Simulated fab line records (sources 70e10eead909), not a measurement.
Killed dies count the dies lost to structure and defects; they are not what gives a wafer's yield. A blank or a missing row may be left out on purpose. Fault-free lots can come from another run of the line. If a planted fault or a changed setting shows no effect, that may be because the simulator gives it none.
Matching of chambers / flow nand_harc / NHARC_A_CHANNEL_FILL_D2_ALD_14 on ald_hk-04: 4 sister chambers
The step deposits SiO2, target thk 2.5 nm, pulse time 10 s, ald cycles 25. 8 wafers are shown with their chamber, then 9 later ones without.

== WAFERS WITH THEIR CHAMBER ==
wafer=L082.6; chamber=0; heater_power_w (W)=487; precursor_pulse_height_rel=1.037
wafer=L085.3; chamber=1; heater_power_w (W)=510; precursor_pulse_height_rel=1.028
wafer=L085.6; chamber=0; heater_power_w (W)=492; precursor_pulse_height_rel=1.029
wafer=L087.5; chamber=2; heater_power_w (W)=675; precursor_pulse_height_rel=1.002
wafer=L087.6; chamber=3; heater_power_w (W)=456; precursor_pulse_height_rel=1.030
wafer=L089.1; chamber=3; heater_power_w (W)=434; precursor_pulse_height_rel=1.024
wafer=L089.2; chamber=2; heater_power_w (W)=660; precursor_pulse_height_rel=1.005
wafer=L089.3; chamber=1; heater_power_w (W)=516; precursor_pulse_height_rel=0.986

== WAFERS WITHOUT THEIR CHAMBER ==
wafer=L091.2; heater_power_w (W)=662; precursor_pulse_height_rel=1.032
wafer=L091.4; heater_power_w (W)=434; precursor_pulse_height_rel=0.991
wafer=L091.5; heater_power_w (W)=437; precursor_pulse_height_rel=0.982
wafer=L095.1; heater_power_w (W)=443; precursor_pulse_height_rel=0.990
wafer=L095.2; heater_power_w (W)=517; precursor_pulse_height_rel=0.996
wafer=L095.5; heater_power_w (W)=508; precursor_pulse_height_rel=1.014
wafer=L096.3; heater_power_w (W)=523; precursor_pulse_height_rel=1.025
wafer=L096.5; heater_power_w (W)=437; precursor_pulse_height_rel=1.014
wafer=L096.6; heater_power_w (W)=634; precursor_pulse_height_rel=1.030

== WHICH CHAMBER EACH ONE RAN IN ==
wafer=L091.2; from the rows above=2; in truth=2
wafer=L091.4; from the rows above=3; in truth=3
wafer=L091.5; from the rows above=3; in truth=3
wafer=L095.1; from the rows above=3; in truth=3
wafer=L095.2; from the rows above=1; in truth=1
wafer=L095.5; from the rows above=can't be placed: 1 or 0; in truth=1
wafer=L096.3; from the rows above=can't be placed: 1 or 0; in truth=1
wafer=L096.5; from the rows above=3; in truth=3
wafer=L096.6; from the rows above=2; in truth=2
Placed correctly: 7 of 9. These rows do not allow placing 2 (true chamber among the candidates in 2). Wrongly placed: 0.
How it was worked out, from the rows above alone: a wafer's distance from a chamber is the root of the sum, over the readings, of the square of ((its reading less the chamber's mean) divided by the reading's scatter). The wafer belongs to the nearest chamber; if the next one is less than 2 further off, it can't be placed. A chamber's mean is the mean of its shown wafers. The scatter: the root of (the sum of the squares of (reading less its chamber's mean) over the shown wafers, divided by (wafers less chambers)).
